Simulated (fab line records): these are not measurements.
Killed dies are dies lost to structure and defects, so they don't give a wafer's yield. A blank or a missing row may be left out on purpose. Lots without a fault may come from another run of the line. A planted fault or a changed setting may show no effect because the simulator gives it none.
Struck lot and sound lot, side by side -- flow nand harc -- 15 steps out of a route of 1302
Sound: wafers L259.3, L259.5, L259.6. Wafers L260.1, L260.2, L260.4 were the ones struck. Last of all comes the cause.
For every step that has rows: the tool of each side, followed by ch and its chambers, followed by its first start. Under that, the readings that differ: sound wafers -- struck wafers -- difference of the means -- sigmas: that difference in standard deviations of wafers without a fault.
alike: words and numbers the same on both sides, and readings whose means are apart by under 2 such deviations; not compared: readings that were withheld, readings missing a value for some wafer, numbers with overlapping values and no deviation given by the record, and bounds like >300 which may hide the same value.
A row with sigmas, a row that says differs or no value, or rows on one side alone: a step with any of these is where the two part. When numbers do not overlap yet have no deviation, they are printed without sigmas and do not part them. Lack of a reading on every wafer of one side parts them only where that side has two or more wafers.

first, 7 steps without rows for these wafers: NHARC_A_CONTACT_COAT_87 (time 65 s); NHARC_A_CONTACT_COAT_02 (resist thk 90 nm); NHARC_A_CONTACT_SOFTBAKE_03 (time 55 s); NHARC_A_CONTACT_EBR_04; NHARC_A_CONTACT_EXPOSE_05 (exposes mask A CC); NHARC_A_CONTACT_PEB_06 (peb time 65 s); NHARC_A_CONTACT_DEVELOP_07 (develop time 35 s).
NHARC_A_CONTACT_CD_MEAS_08 targets a cd of 200 nm.
  sound on cd sem-02 ch 0, day 22 22:16; struck on cd sem-02 ch 0, day 23 01:52
  alike: cd nm
NHARC_A_CONTACT_OVL_MEAS_09:
  sound on overlay-02, day 22 22:20; struck on overlay-02, day 23 01:57
reading,sound,struck,difference,sigmas
overlay y nm (nm),1.0 0.7 1.7,-1.5 -1.0 -1.2,-2.4,-3
  alike: overlay x nm
NHARC_A_CONTACT_INSPECT_10:
  sound on defect inspect-02, day 22 22:23; struck on defect inspect-02, day 23 01:59
  alike: raw defect count
NHARC_A_CONTACT_DESCUM_13: chemistry O2, time 3 s.
  sound on rie diel-08 ch 2,3, day 22 22:28; struck on rie diel-08 ch 0,3, day 23 02:39
  alike: drypump motor current A, oes product au, rf vpp V, showerhead plenum p Torr, throttle valve pct
  not compared: rf hours counter h
NHARC_A_CONTACT_ETCH_88: etches the open film in CF4, target depth 39 nm, time 65 s.
  sound on rie diel-08 ch 2,3, day 22 22:34; struck on rie diel-08 ch 0,2,3, day 23 02:46
  alike: drypump motor current A, oes product au, over etch frac, rf vpp V, showerhead plenum p Torr, throttle valve pct
  not compared: rf hours counter h
NHARC_A_CONTACT_ETCH_89: etches the open film in N2/H2, target depth 260 nm, time 475.3 s.
  sound on rie diel-08 ch 0,2,3, day 22 23:04; struck on rie diel-08 ch 2,3, day 23 02:55
reading,sound,struck,difference,sigmas
over etch frac,0.3 0.3 0.3,0.52789 0.52789 0.52789,+0.22789,
  alike: drypump motor current A, oes product au, rf vpp V, showerhead plenum p Torr, throttle valve pct
  not compared: rf hours counter h
NHARC_A_CONTACT_ETCH_30: etches the open film in CF4/CHF3, target depth 72.6 nm, time 36.3 s.
  sound: rie diel-08 ch 0,2,3; struck: rie diel-08 ch 0,2
  alike: drypump motor current A, oes product au, rf vpp V, showerhead plenum p Torr, throttle valve pct
  not compared: rf hours counter h
next, for these wafers, 1 step has no rows: NHARC_END_SORT_01.

## WHERE THEY PART
Only at NHARC_A_CONTACT_OVL_MEAS_09, within this record. Later steps at which nothing parts them and some readings are alike: NHARC_A_CONTACT_INSPECT_10, NHARC_A_CONTACT_DESCUM_13, NHARC_A_CONTACT_ETCH_88, NHARC_A_CONTACT_ETCH_89, NHARC_A_CONTACT_ETCH_30.

WHY: whatever the simulator had introduced
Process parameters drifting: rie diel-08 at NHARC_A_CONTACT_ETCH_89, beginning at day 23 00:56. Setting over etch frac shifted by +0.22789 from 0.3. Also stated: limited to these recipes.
